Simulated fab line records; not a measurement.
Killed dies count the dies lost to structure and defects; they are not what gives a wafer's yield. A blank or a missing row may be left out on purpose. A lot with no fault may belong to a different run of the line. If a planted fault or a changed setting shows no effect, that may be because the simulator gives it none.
fab line records + flow n5_finfet
[record]
- lots = 5
- wafers = 15
- last_day = 18
route steps=1938 shown BEOL_M4@1099 BEOL_M5@1112 BEOL_M7@1305 PASSIVATION@1936
lots that met no fault: from a run of the same line without faults
start_h: hours from the record's first day to the start of the lot's first wafer shown + wait_h: how many hours have passed since the lot's step before this one + " identical to the entry in the row above + L1.1+2: a row that stands for several wafers + - value missing, or start not given + * or withheld: withheld + < > ~ a bound
route shown NAME@n: NAME is a module with steps in the file, n the number in the route of the first one + usual: mean/standard deviation taken from wafers without a fault + same: alike in all rows + chamber/n: place in a boat + sites: readings site by site + _std_site: the standard deviation of these + _edge_site: mean of outer sites minus mean of inner sites + radius_mm: for every site, how far away it sits from the centre of the wafer + mask NAME#n: copy n + behind: tool/chamber where the wafer was last shaped + hold: cause of the lot's hold/its duration in hours/its outcome + device: the n, p or np transistor that did not switch + end of line: the route-end tests of the same wafers + for a step that has no rows: nothing shown but its recipe + killed: the dies lost at the first sort to structure and to defects; this is not the yield of the wafer + map: dies across one wafer; x = killed, . = not, _ = none there
set.NAME: setting as actually run; set.NAME@STEP: the setting as run at that earlier step + model.NAME: the simulator's own value behind a step, which no gauge read
lots at selected steps of the route; one table per step, one row per wafer
services: the hour from which a tool's chamber was out of use, counted from the record's first day as start_h (under 0 if before that day), plus the number of hours and why
[[steps]]
[step N5_BEOL_M4_ANNEAL_95]
[recipe]
- temp_c = 400
- time_s = 240
- ambient = vacuum
[step N5_BEOL_M4_SPUTTER_96]
[recipe]
- material = Cu
- target_thk_a = 45
- temp_c = -20
- chamber_pressure_pa = 0.07
- power_w = withheld
- time_s = 8.29
[step N5_BEOL_M4_ECD_50]
[recipe]
- material = Cu
- target_thk_a = 3000
[step N5_BEOL_M4_ANNEAL_51]
[recipe]
- temp_c = 225
- time_s = 90
- ambient = N2
[step N5_BEOL_M4_CMP_52]
[recipe]
- stop_on = SiOC
- t_overpolish_s = 6.8
- down_force_psi = 1
- platen_rpm = 50
- clearing_platen_down_force_psi = 1.5
- clearing_platen_rpm = 50
- post_cmp_clean = cu_alkaline
- target_thk_nm = 40
- clearing_platen_pad_velocity_m_s = 0.99484
- pad_velocity_m_s = 0.99484
[step N5_BEOL_M4_PRE_CLEAN_60]
[recipe]
- gas = NH3/H2
- time_s = 15
- temp_c = *
- rf_power_w = 300
[step N5_BEOL_M4_CO_CAP_55]
[recipe]
- material = Co
- target_thk_a = 20
- temp_c = 200
- precursor = CCTBA/H2
- pressure_torr = 30
- time_s = 102.1
[step N5_BEOL_M4_PRE_CLEAN_56]
[recipe]
- gas = NH3
- time_s = 15
- temp_c = withheld
- rf_power_w = 300
[step N5_BEOL_M4_DEP_57]
[recipe]
- material = SiCN
- target_thk_a = 80
- temp_c = withheld
- precursor = 3MS/NH3
- pressure_torr = 3
- rf_w = 202
- time_s = 14
[step N5_BEOL_M4_RC_MEAS_101]
[usual]
- DIBL_N = 36.3/2
- DIBL_P = 36.3/2.4
- IOFF_N = 0.16/0.034
- IOFF_P = 0.21/0.035
- ION_N = 672/12
- ION_P = 459/6.5
- SS_N = 71.6/0.67
- SS_P = 73.3/0.71
- VT_N = 250/3.5
- VT_P = -251/3
| lot.wafer | tool      | chamber | start_h | wait_h | DIBL_N[mV/V] | DIBL_P[mV/V] | IOFF_N[nA/um] | IOFF_P[nA/um] | ION_N[uA/um] | ION_P[uA/um] | SS_N[mV/dec] | SS_P[mV/dec] | VT_N[mV] | VT_P[mV] |
|-----------|-----------|---------|---------|--------|--------------|--------------|---------------|---------------|--------------|--------------|--------------|--------------|----------|----------|
| L990.1    | prober-02 | 0       | 308.21  | 0.0    | 37.4         | 37.5         | 0.17          | 0.20          | 680          | 459          | 71.4         | 73.3         | 249      | -252     |
| L990.3    | "         | 0       | "       | "      | 37.2         | 36.5         | 0.17          | 0.19          | 679          | 454          | 72.1         | 73.0         | 249      | -252     |
| L990.4    | "         | 0       | "       | "      | 35.2         | 35.1         | 0.14          | 0.17          | 676          | 457          | 71.1         | 73.0         | 249      | -256     |
| L993.1    | prober-02 | 0       | 313.61  | 0.0    | 36.3         | 35.7         | 0.15          | 0.19          | 676          | 459          | 71.8         | 73.6         | 250      | -250     |
| L993.3    | "         | 0       | "       | "      | 37.1         | 37.6         | 0.19          | 0.22          | 690          | 469          | 71.8         | 74.6         | 248      | -247     |
| L993.5    | "         | 0       | "       | "      | 37.9         | 38.6         | 0.20          | 0.23          | 691          | 467          | 72.2         | 74.5         | 247      | -248     |
| L992.2    | prober-01 | 0       | 318.02  | 0.2    | 35.9         | 35.0         | 0.15          | 0.18          | 671          | 458          | 71.1         | 73.6         | 248      | -254     |
| L992.5    | "         | 0       | "       | "      | 35.2         | 35.0         | 0.15          | 0.18          | 672          | 460          | 71.1         | 73.3         | 250      | -252     |
| L992.6    | "         | 0       | "       | "      | 35.6         | 35.9         | 0.16          | 0.20          | 681          | 465          | 71.5         | 73.4         | 249      | -251     |
| L989.1    | prober-02 | 0       | 318.71  | 0.0    | 35.9         | 35.4         | 0.17          | 0.19          | 672          | 457          | 71.6         | 73.7         | 249      | -253     |
| L989.2    | "         | 0       | "       | "      | 34.7         | 34.2         | 0.14          | 0.18          | 674          | 451          | 71.0         | 72.9         | 252      | -251     |
| L989.4    | "         | 0       | "       | "      | 37.3         | 38.2         | 0.22          | 0.24          | 687          | 459          | 72.3         | 74.5         | 243      | -250     |
| L994.2    | prober-01 | 0       | 326.54  | 0.2    | 38.5         | 39.2         | 0.23          | 0.26          | 693          | 467          | 72.8         | 73.9         | 242      | -247     |
| L994.3    | "         | 0       | "       | "      | 37.8         | 38.4         | 0.23          | 0.26          | 685          | 459          | 72.2         | 73.7         | 243      | -247     |
| L994.4    | "         | 0       | "       | "      | 38.6         | 39.4         | 0.23          | 0.26          | 686          | 460          | 71.8         | 74.3         | 244      | -245     |
[step N5_BEOL_M5_ILD_DEP_00]
[recipe]
- material = SiCOH_lowk
- target_thk_a = 1406.4
- temp_c = 300
- precursor = DEMS/porogen
- pressure_torr = 5
- rf_w = 500
- time_s = 25.9
[step N5_BEOL_M5_CURE_79]
[recipe]
- temp_c = 385
- time_s = 240
- ambient = He/Ar
- material = SiCOH_lowk
[step N5_BEOL_M5_PECVD_70]
[recipe]
- material = SiO2
- target_thk_a = 160
- temp_c = 400
- precursor = TEOS/O2
- pressure_torr = 5.5
- rf_w = 450
- teos_flow_sccm = 53.8
- gas = O2
- flow_sccm = 3000
- time_s = 18
[step N5_BEOL_M5_HM_DEP_02]
[recipe]
- material = TiN
- target_thk_a = 200
- temp_c = 25
- chamber_pressure_pa = 0.49996
[step N5_BEOL_M5_COAT_59]
[recipe]
- resist = SOC
- temp_c = 250
- time_s = 60
- spin_rpm = 1500
- resist_thk_nm = 60
[step N5_BEOL_M5_COAT_60]
[recipe]
- resist = SiARC
- temp_c = 220
- time_s = 60
- spin_rpm = 1500
- resist_thk_nm = 12
[step N5_BEOL_M5_COAT_71]
[recipe]
- resist = underlayer
- temp_c = 205
- time_s = 60
- spin_rpm = 1500
- resist_thk_nm = 5
[step N5_BEOL_M5_COAT_05]
[recipe]
- resist = CAR-EUV
- spin_rpm = 1500
- resist_thk_nm = 30
[step N5_BEOL_M5_EBR_07]
[recipe]
- solvent = PGMEA
- ebr_width_mm = 1.5
[step N5_BEOL_M5_SOFTBAKE_06]
[recipe]
- temp_c = 110
- time_s = 60
- resist = CAR-EUV
[step N5_BEOL_M5_EXPOSE_08]
[recipe]
- mask_id = M5
- na = 0.33
- source_shape = annular
- sigma_inner = 0.4
- sigma_outer = 0.8
- polarization = unpolarized
- target_cd_nm = 28
- dose_mj = 35.75
[step N5_BEOL_M5_PEB_09]
[recipe]
- peb_temp_c = 100
- peb_time_s = 60
- resist = CAR-EUV
[step N5_BEOL_M5_DEVELOP_10]
[recipe]
- develop_time_s = 30
- developer = TMAH
- resist = CAR-EUV
- rinse_liquid = surfactant_rinse
- dry = air_spin
- dev_temp_c = 23
[step N5_BEOL_M5_DESCUM_16]
[recipe]
- chemistry = O2
- time_s = 7
- source_power_w = 50
- bias_power_w = 20
- pressure_mtorr = 20
- rf_frequency_hz = 2.712e+07
- temp_c = 40
- resist = CAR-EUV
- o2_flow_sccm = 225
[step N5_BEOL_M5_ETCH_72]
[recipe]
- chemistry = N2/H2
- target = underlayer
- target_depth_a = 65
- mask_material = CAR-EUV
- time_s = 5.2
- ion_energy_ev = 200
- pressure_mtorr = 30
- source_w = 840
- bias_w = 150
- n2_flow_sccm = 200
- h2_flow_sccm = 200
- ends = cleared
[step N5_BEOL_M5_ETCH_61]
[recipe]
- chemistry = CF4
- target = SiARC
- target_depth_a = 156
- mask_material = CAR-EUV
- time_s = 26
- ion_energy_ev = 80
- pressure_mtorr = 40
- source_w = 545
- bias_w = 36
- Ar_flow_sccm = 100
- cf4_flow_sccm = 100
- ends = cleared
[step N5_BEOL_M5_ETCH_62]
[recipe]
- chemistry = N2/H2
- target = SOC
- target_depth_a = 750
- overetch_a = 150
- mask_material = SiARC
- temp_c = 40
- time_s = 112.5
- ion_energy_ev = 200
- pressure_mtorr = 30
- source_w = 840
- bias_w = 150
- n2_flow_sccm = 200
- h2_flow_sccm = 200
[step N5_BEOL_M5_STRIP_63]
[recipe]
- chemistry = N2/H2
- temp_c = 40
- n2_flow_sccm = 200
- h2_flow_sccm = 200
- rf_frequency_hz = 6e+07
[step N5_BEOL_M5_STRIP_73]
[recipe]
- chemistry = N2/H2
- temp_c = 40
- n2_flow_sccm = 200
- h2_flow_sccm = 200
- rf_frequency_hz = 6e+07
[step N5_BEOL_M5_STRIP_64]
[recipe]
- chemistry = CF4
- resist = SiARC
- power_w = 300
- bias_power_w = 75
- pressure_mtorr = 50
- cf4_flow_sccm = 150
- rf_frequency_hz = 6e+07
[step N5_BEOL_M5_HM_OPEN_17]
[recipe]
- chemistry = Cl2/BCl3
- target_depth_a = 200
- overetch_a = 60
- target = TiN
- mask_material = SOC
- ion_energy_ev = 150
- pressure_mtorr = 10
- icp_w = 1000
- bias_w = 126
- Cl2_flow_sccm = 53.25
- bcl3_flow_sccm = 21.75
- Ar_flow_sccm = 25
[step N5_BEOL_M5_STRIP_19]
[recipe]
- chemistry = O2
- power_w = 400
- temp_c = 40
- pressure_mtorr = 30
- rf_frequency_hz = 6e+07
- bias_power_w = 0
- overash_fraction = 0.2
- o2_flow_sccm = 225
[step N5_BEOL_M5_COAT_65]
[recipe]
- resist = SOC
- temp_c = 250
- time_s = 60
- spin_rpm = 1500
- resist_thk_nm = 60
[step N5_BEOL_M5_COAT_66]
[recipe]
- resist = SiARC
- temp_c = 220
- time_s = 60
- spin_rpm = 1500
- resist_thk_nm = 12
[step N5_BEOL_M7_VIA_ETCH_34]
[recipe]
- chemistry = C4F6/O2
- target = SiCOH_lowk
- target_depth_a = 1255
- mask_material = SOC
- taper_deg = 4
- time_s = 50.5
- ion_energy_ev = 250
- pressure_mtorr = 30
- source_w = 345
- bias_w = 185
- Ar_flow_sccm = 300
- C4F6_flow_sccm = 10
- O2_flow_sccm = 10
[usual]
- C4F6_flow_sccm = 9.995/0.029
- O2_flow_sccm = 10.00/0.033
- drypump_motor_current_A = 5.8/0.71
- oes_product_au = 0.75/0.057
- rf_vpp_V = 665/16
- showerhead_plenum_p_Torr = 2.81/0.071
- throttle_valve_pct = 20.77/0.18
| lot.wafer | tool        | chamber | start_h | wait_h | C4F6_flow_sccm | O2_flow_sccm | drypump_motor_current_A | oes_product_au | rf_hours_counter_h | rf_vpp_V | showerhead_plenum_p_Torr | throttle_valve_pct | model.SiARC_of_BEOL_M7_COAT_64.thk_nm | model.SOC_of_BEOL_M7_COAT_63.thk_nm |
|-----------|-------------|---------|---------|--------|----------------|--------------|-------------------------|----------------|--------------------|----------|--------------------------|--------------------|---------------------------------------|-------------------------------------|
| L993.1    | rie_diel-01 | 3       | 339.50  | 0.0    | 10.031         | 10.03        | 6.4                     | 0.82           | 80                 | 649      | 2.78                     | 20.90              | 0                                     | 54.2                                |
| L993.3    | "           | 0       | "       | "      | 10.043         | 9.95         | 5.6                     | 0.76           | 163                | 664      | 2.86                     | 21.10              | 0                                     | 54                                  |
| L993.5    | "           | 0       | "       | "      | 10.031         | 9.95         | 5.6                     | 0.76           | -                  | 665      | 2.86                     | 21.08              | 0                                     | 54                                  |
| L990.1    | rie_diel-01 | 2       | 340.31  | 0.0    | -              | -            | -                       | -              | -                  | -        | -                        | -                  | 6.6                                   | 60                                  |
| L990.3    | "           | 0       | "       | "      | -              | -            | -                       | -              | -                  | -        | -                        | -                  | 6.2                                   | 59.8                                |
| L990.4    | "           | 1       | "       | "      | -              | -            | -                       | -              | -                  | -        | -                        | -                  | 6.6                                   | 59.8                                |
| L989.1    | rie_diel-01 | 2       | 342.16  | 0.0    | -              | -            | -                       | -              | -                  | -        | -                        | -                  | 6.6                                   | 60                                  |
| L989.2    | "           | 1       | "       | "      | -              | -            | -                       | -              | -                  | -        | -                        | -                  | 6.6                                   | 60                                  |
| L989.4    | "           | 3       | "       | "      | -              | -            | -                       | -              | -                  | -        | -                        | -                  | 6.6                                   | 60                                  |
| L992.2    | rie_diel-01 | 3       | 346.51  | 0.0    | -              | -            | -                       | -              | -                  | -        | -                        | -                  | 6.6                                   | 60.2                                |
| L992.5    | "           | 1       | "       | "      | -              | -            | -                       | -              | -                  | -        | -                        | -                  | 6.6                                   | 60.2                                |
| L992.6    | "           | 0       | "       | "      | -              | -            | -                       | -              | -                  | -        | -                        | -                  | 6.4                                   | 60.2                                |
| L994.2    | rie_diel-04 | 2       | 353.39  | 0.0    | 10.022         | 10.07        | 6.4                     | 0.81           | 70                 | 681      | 2.77                     | 20.61              | 0                                     | 53.8                                |
| L994.3    | "           | 3       | "       | "      | 9.991          | 10.02        | 6.7                     | 0.78           | 110                | 687      | 2.75                     | 20.83              | 0                                     | 53.8                                |
| L994.4    | "           | 0       | "       | "      | 10.045         | 9.97         | 5.4                     | 0.69           | 234                | 684      | 2.90                     | 20.76              | 0                                     | 54                                  |
[step N5_PASSIVATION_PROBE_49]
[usual]
- defect_limited_yield = 91.4/1.5
- killed_at_M0_to_M3 = 33/11
- killed_at_M4_up = 14/5.3
- killed_at_contacts = 13/6.2
- killed_at_front_end = 39/13
- killed_at_other = 3.1/2.8
- killed_dies = 102/17
- killed_on_rim = 13/3.8
- killed_open = 68/13
- killed_short = 32/7.8
- sort_bin_5_function = 5.1/0.95
- sort_bin_6_memory = 3.2/0.7
- sort_n_pass = 1078/18
- sort_yield_pct = 91.3/1.5
[same]
- gross_dies = 1180
- killed_at_back_side = 0
- sort_bin_4_leakage[%] = 0
- sort_bin_8_speed[%] = 0
| lot.wafer | tool      | chamber | start_h | wait_h | defect_limited_yield[%] | killed_at_M0_to_M3 | killed_at_M4_up | killed_at_contacts | killed_at_front_end | killed_at_other | killed_dies | killed_on_rim | killed_open | killed_short | sort_bin_5_function[%] | sort_bin_6_memory[%] | sort_n_pass | sort_yield_pct[%] |
|-----------|-----------|---------|---------|--------|-------------------------|--------------------|-----------------|--------------------|---------------------|-----------------|-------------|---------------|-------------|--------------|------------------------|----------------------|-------------|-------------------|
| L990.1    | prober-02 | -       | 422.86  | 0.0    | 0                       | 44                 | 1083            | 18                 | 33                  | 2               | 1180        | 152           | 80          | 22           | 96.3                   | 3.6                  | 0           | 0                 |
| L990.3    | prober-02 | -       | 422.96  | 0.1    | 0                       | 53                 | 1054            | 26                 | 39                  | 8               | 1180        | 152           | 76          | 58           | 95.3                   | 4.3                  | 0           | 0                 |
| L990.4    | prober-02 | -       | 423.01  | 0.2    | 0                       | 77                 | 1059            | 16                 | 27                  | 1               | 1180        | 152           | 88          | 45           | 95.0                   | 4.2                  | 0           | 0                 |
| L989.1    | prober-02 | -       | 425.56  | 0.0    | 0                       | 52                 | 1071            | 5                  | 50                  | 2               | 1180        | 152           | 79          | 44           | 95.5                   | 4.1                  | 0           | 0                 |
| L989.2    | prober-02 | -       | 425.61  | 0.1    | 0                       | 41                 | 1077            | 8                  | 51                  | 3               | 1180        | 152           | 70          | 39           | 95.9                   | 3.8                  | 0           | 0                 |
| L989.4    | prober-02 | -       | 425.71  | 0.2    | 0                       | 37                 | 1085            | 19                 | 33                  | 6               | 1180        | 152           | 70          | 35           | 96.6                   | 2.8                  | 0           | 0                 |
| L992.2    | prober-01 | -       | 427.42  | 0.1    | 0                       | 22                 | 1099            | 10                 | 48                  | 1               | 1180        | 152           | 75          | 20           | 97.4                   | 2.5                  | 0           | 0                 |
| L992.5    | prober-01 | -       | 427.57  | 0.2    | 0                       | 20                 | 1122            | 5                  | 29                  | 4               | 1180        | 152           | 37          | 27           | 98.0                   | 1.9                  | 0           | 0                 |
| L992.6    | prober-01 | -       | 427.62  | 0.3    | 0                       | 21                 | 1111            | 16                 | 29                  | 3               | 1180        | 152           | 60          | 18           | 97.4                   | 2.5                  | 0           | 0                 |
// killed by level:class
L990.1 BEOL_M7:area_etch=1076 MOL_CONTACT_COAG:geometric_particle:open=14 FIN_SAQP:geometric_particle:open=10 BEOL_M0_SAQP:geometric_particle:open=10 BEOL_M3:geometric_particle:open=10 BEOL_M2:geometric_particle:open=9 BEOL_M0_SAQP:geometric_particle:short=6 STI_FIN_REVEAL:geometric_particle:open=5
L990.3 BEOL_M7:area_etch=1044 MOL_CONTACT_COAG:geometric_particle:open=20 BEOL_M0_SAQP:geometric_particle:short=17 BEOL_M0_SAQP:geometric_particle:open=15 BEOL_M3:geometric_particle:open=9 FIN_SAQP:geometric_particle:short=8 FIN_SAQP:geometric_particle:open=7 MOL_CONTACT_COAG:geometric_particle:short=5
L990.4 BEOL_M7:area_etch=1047 BEOL_M0_SAQP:geometric_particle:open=35 BEOL_M0_SAQP:geometric_particle:short=25 MOL_CONTACT_COAG:geometric_particle:open=14 BEOL_M2:geometric_particle:open=6 FIN_SAQP:geometric_particle:open=5 BEOL_M3:geometric_particle:open=5 FIN_SAQP:geometric_particle:short=4
L989.1 BEOL_M7:area_etch=1055 STI_FIN_REVEAL:geometric_particle:open=16 BEOL_M0_SAQP:geometric_particle:open=14 BEOL_M0_SAQP:geometric_particle:short=12 BEOL_M4:geometric_particle:open=9 DUMMY_GATE:geometric_particle:open=8 BEOL_M3:geometric_particle:short=7 BEOL_M2:geometric_particle:open=6
L989.2 BEOL_M7:area_etch=1069 FIN_SAQP:geometric_particle:short=10 STI_FIN_REVEAL:geometric_particle:open=9 BEOL_M0_SAQP:geometric_particle:short=8 MOL_CONTACT_COAG:geometric_particle:open=7 BEOL_M2:geometric_particle:open=7 FIN_SAQP:geometric_particle:open=6 BEOL_M0_SAQP:geometric_particle:open=6
L989.4 BEOL_M7:area_etch=1074 MOL_CONTACT_COAG:geometric_particle:open=16 GATE_CUT:geometric_particle:short=8 BEOL_M0_SAQP:geometric_particle:open=8 BEOL_M0_SAQP:geometric_particle:short=6 BEOL_M2:geometric_particle:open=6 FIN_SAQP:geometric_particle:open=5 DUMMY_GATE:geometric_particle:open=5
L992.2 BEOL_M7:area_etch=1085 FIN_SAQP:geometric_particle:open=24 MOL_CONTACT_COAG:geometric_particle:open=8 STI_FIN_REVEAL:geometric_particle:open=6 BEOL_M0_SAQP:geometric_particle:short=6 BEOL_M2:geometric_particle:open=6 FIN_SAQP:geometric_particle:short=4 BEOL_M0:geometric_particle:open=4
L992.5 BEOL_M7:area_etch=1116 FIN_SAQP:geometric_particle:short=7 BEOL_M3:geometric_particle:open=7 FIN_SAQP:geometric_particle:open=4 GATE_CUT:geometric_particle:short=4 MOL_CONTACT_COAG:geometric_particle:open=4 BEOL_M2:geometric_particle:open=4 DUMMY_GATE:geometric_particle:open=3
L992.6 BEOL_M7:area_etch=1101 MOL_CONTACT_COAG:geometric_particle:open=15 BEOL_M2:geometric_particle:open=8 FIN_SAQP:geometric_particle:short=7 FIN_SAQP:geometric_particle:open=5 GATE_CUT:geometric_particle:open=4 BEOL_M0_SAQP:geometric_particle:short=4 BEOL_M1:geometric_particle:open=4
// map L989.1 (x killed, . not)
_________________xxxxxxxxxxxx________________
______________xxxxxxxxxxxxxxxxxx_____________
___________xxxxxxxxxxxxxxxxxxxxxxxx__________
__________xxxxxxxxxxxxxxxxxxxxxxxxxx_________
________xxxxxxxxxxxxxxxxxxxxxxxxxxxxxx_______
_______xxxxxxxxxxxxxxxxxxxxxxxxxxxxxxxx______
______xxxxxxxxxxxxxxxxxxxxxxxxxxxxxxxxxx_____
_____xxxxxxxxxxxxxxxxxxxxxxxxxxxxxxxxxxxx____
____xxxxxxxxxxxxxxxxxxxxxxxxxxxxxxxxxxxxxx___
___xxxxxxxxxxxxxxxxxxxxxxxxxxxxxxxxxxxxxxxx__
___xxxxxxxxxxxxxxxxxxxxxxxxxxxxxxxxxxxxxxxx__
__xxxxxxxxxxxxxxxxxxxxxxxxxxxxxxxxxxxxxxxxxx_
__xxxxxxxxxxxxxxxxxxxxxxxxxxxxxxxxxxxxxxxxxx_
_xxxxxxxxxxxxxxxxxxxxxxxxxxxxxxxxxxxxxxxxxxxx
_xxxxxxxxxxxxxxxxxxxxxxxxxxxxxxxxxxxxxxxxxxxx
_xxxxxxxxxxxxxxxxxxxxxxxxxxxxxxxxxxxxxxxxxxxx
_xxxxxxxxxxxxxxxxxxxxxxxxxxxxxxxxxxxxxxxxxxxx
_xxxxxxxxxxxxxxxxxxxxxxxxxxxxxxxxxxxxxxxxxxxx
_xxxxxxxxxxxxxxxxxxxxxxxxxxxxxxxxxxxxxxxxxxxx
_xxxxxxxxxxxxxxxxxxxxxxxxxxxxxxxxxxxxxxxxxxxx
_xxxxxxxxxxxxxxxxxxxxxxxxxxxxxxxxxxxxxxxxxxxx
__xxxxxxxxxxxxxxxxxxxxxxxxxxxxxxxxxxxxxxxxxx_
__xxxxxxxxxxxxxxxxxxxxxxxxxxxxxxxxxxxxxxxxxx_
___xxxxxxxxxxxxxxxxxxxxxxxxxxxxxxxxxxxxxxxx__
___xxxxxxxxxxxxxxxxxxxxxxxxxxxxxxxxxxxxxxxx__
____xxxxxxxxxxxxxxxxxxxxxxxxxxxxxxxxxxxxxx___
_____xxxxxxxxxxxxxxxxxxxxxxxxxxxxxxxxxxxx____
______xxxxxxxxxxxxxxxxxxxxxxxxxxxxxxxxxx_____
_______xxxxxxxxxxxxxxxxxxxxxxxxxxxxxxxx______
________xxxxxxxxxxxxxxxxxxxxxxxxxxxxxx_______
__________xxxxxxxxxxxxxxxxxxxxxxxxxx_________
___________xxxxxxxxxxxxxxxxxxxxxxxx__________
______________xxxxxxxxxxxxxxxxxx_____________
_________________xxxxxxxxxxxx________________
// map L990.1 (x killed, . not)
_________________xxxxxxxxxxxx________________
______________xxxxxxxxxxxxxxxxxx_____________
___________xxxxxxxxxxxxxxxxxxxxxxxx__________
__________xxxxxxxxxxxxxxxxxxxxxxxxxx_________
________xxxxxxxxxxxxxxxxxxxxxxxxxxxxxx_______
_______xxxxxxxxxxxxxxxxxxxxxxxxxxxxxxxx______
______xxxxxxxxxxxxxxxxxxxxxxxxxxxxxxxxxx_____
_____xxxxxxxxxxxxxxxxxxxxxxxxxxxxxxxxxxxx____
____xxxxxxxxxxxxxxxxxxxxxxxxxxxxxxxxxxxxxx___
___xxxxxxxxxxxxxxxxxxxxxxxxxxxxxxxxxxxxxxxx__
___xxxxxxxxxxxxxxxxxxxxxxxxxxxxxxxxxxxxxxxx__
__xxxxxxxxxxxxxxxxxxxxxxxxxxxxxxxxxxxxxxxxxx_
__xxxxxxxxxxxxxxxxxxxxxxxxxxxxxxxxxxxxxxxxxx_
_xxxxxxxxxxxxxxxxxxxxxxxxxxxxxxxxxxxxxxxxxxxx
_xxxxxxxxxxxxxxxxxxxxxxxxxxxxxxxxxxxxxxxxxxxx
_xxxxxxxxxxxxxxxxxxxxxxxxxxxxxxxxxxxxxxxxxxxx
_xxxxxxxxxxxxxxxxxxxxxxxxxxxxxxxxxxxxxxxxxxxx
_xxxxxxxxxxxxxxxxxxxxxxxxxxxxxxxxxxxxxxxxxxxx
_xxxxxxxxxxxxxxxxxxxxxxxxxxxxxxxxxxxxxxxxxxxx
_xxxxxxxxxxxxxxxxxxxxxxxxxxxxxxxxxxxxxxxxxxxx
_xxxxxxxxxxxxxxxxxxxxxxxxxxxxxxxxxxxxxxxxxxxx
__xxxxxxxxxxxxxxxxxxxxxxxxxxxxxxxxxxxxxxxxxx_
__xxxxxxxxxxxxxxxxxxxxxxxxxxxxxxxxxxxxxxxxxx_
___xxxxxxxxxxxxxxxxxxxxxxxxxxxxxxxxxxxxxxxx__
___xxxxxxxxxxxxxxxxxxxxxxxxxxxxxxxxxxxxxxxx__
____xxxxxxxxxxxxxxxxxxxxxxxxxxxxxxxxxxxxxx___
_____xxxxxxxxxxxxxxxxxxxxxxxxxxxxxxxxxxxx____
______xxxxxxxxxxxxxxxxxxxxxxxxxxxxxxxxxx_____
_______xxxxxxxxxxxxxxxxxxxxxxxxxxxxxxxx______
________xxxxxxxxxxxxxxxxxxxxxxxxxxxxxx_______
__________xxxxxxxxxxxxxxxxxxxxxxxxxx_________
___________xxxxxxxxxxxxxxxxxxxxxxxx__________
______________xxxxxxxxxxxxxxxxxx_____________
_________________xxxxxxxxxxxx________________
[[services]]
| tool        | chamber | start_h | hours | kind   |
|-------------|---------|---------|-------|--------|
| rie_diel-04 | 3       | 332.64  | 7.5   | repair |
| rie_diel-04 | 0       | 334.08  | 6.7   | repair |
[[key]]
[first_sign]
- step = N5_BEOL_M7_VIA_ETCH_34
- reading = tool_record
- direction = missing
[effect]
- step = N5_PASSIVATION_PROBE_49
- reading = killed_at_M4_up
- direction = up
- sigmas = 99+
- usual = 14
- struck = 1085
[model_effect]
- step = N5_BEOL_M7_VIA_ETCH_34
- value = SiARC_of_BEOL_M7_COAT_64.thk_nm
- without = 0
- struck = 6.533
[more_kills_born_at]
- N5_BEOL_M7_VIA_ETCH_34@rie_diel-01 = 9667
met_at N5_BEOL_M7_VIA_ETCH_34
struck_wafers L989.1,L989.2,L989.4,L990.1,L990.3,L990.4,L992.2,L992.5,L992.6
later_rows_left_out L989.1,L989.2,L989.4,L990.1,L990.3,L990.4,L992.2,L992.5,L992.6
[fault]
- kind = skipped_step_whole
- tool = rie_diel-01
- chamber = -
- onset_h = 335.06
- steps = N5_BEOL_M7_VIA_ETCH_34
- scope = struck_lots_only
// later_rows_left_out: the simulator's readings of these wafers behind a module that went badly wrong aren't trusted and aren't shown, but for the sort
